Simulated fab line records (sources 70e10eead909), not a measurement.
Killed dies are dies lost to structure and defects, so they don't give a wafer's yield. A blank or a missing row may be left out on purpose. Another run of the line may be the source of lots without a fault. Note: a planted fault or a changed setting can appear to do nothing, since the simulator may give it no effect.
Matching of chambers -- flow nand harc -- ald hk-03 running NHARC_A_CHANNEL_FILL_D1_ALD_14: 4 sister chambers
The step deposits SiO2, target thk 2.5 nm, pulse time 10 s, ald cycles 25. 4 wafers are shown with their chamber, then 7 later ones without.

WAFERS WITH THEIR CHAMBER
wafer,chamber,heater power w (W)
L084.6,0,504
L092.2,2,494
L094.2,3,470
L094.4,1,365

WAFERS WITHOUT THEIR CHAMBER
wafer,heater power w (W)
L094.5,485
L095.3,370
L095.4,496
L095.5,501
L096.1,460
L096.2,493
L096.6,377

EACH ONE'S CHAMBER
wafer,from the rows above,in truth
L094.5,can't be placed: 2 or 3 or 0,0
L095.3,1,1
L095.4,can't be placed: 2 or 0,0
L095.5,can't be placed: 0 or 2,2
L096.1,3,3
L096.2,can't be placed: 2 or 0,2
L096.6,1,1
Correctly placed: 3 of 7. Cannot be placed on the basis of these rows: 4; the candidates contain the true chamber in 4. Wrongly placed: 0.
How it was worked out, from the rows above alone: a wafer's distance from a chamber is the root of the sum, over the readings, of the square of ((its reading less the chamber's mean) divided by the reading's scatter). The wafer belongs to the nearest chamber; if the next one is less than 2 further off, it can't be placed. For every chamber, the mean is computed from those of its wafers that are shown. The scatter (one wafer shown for each chamber): square how far every hidden wafer sits from the nearest shown wafer, average those squares and take the square root.
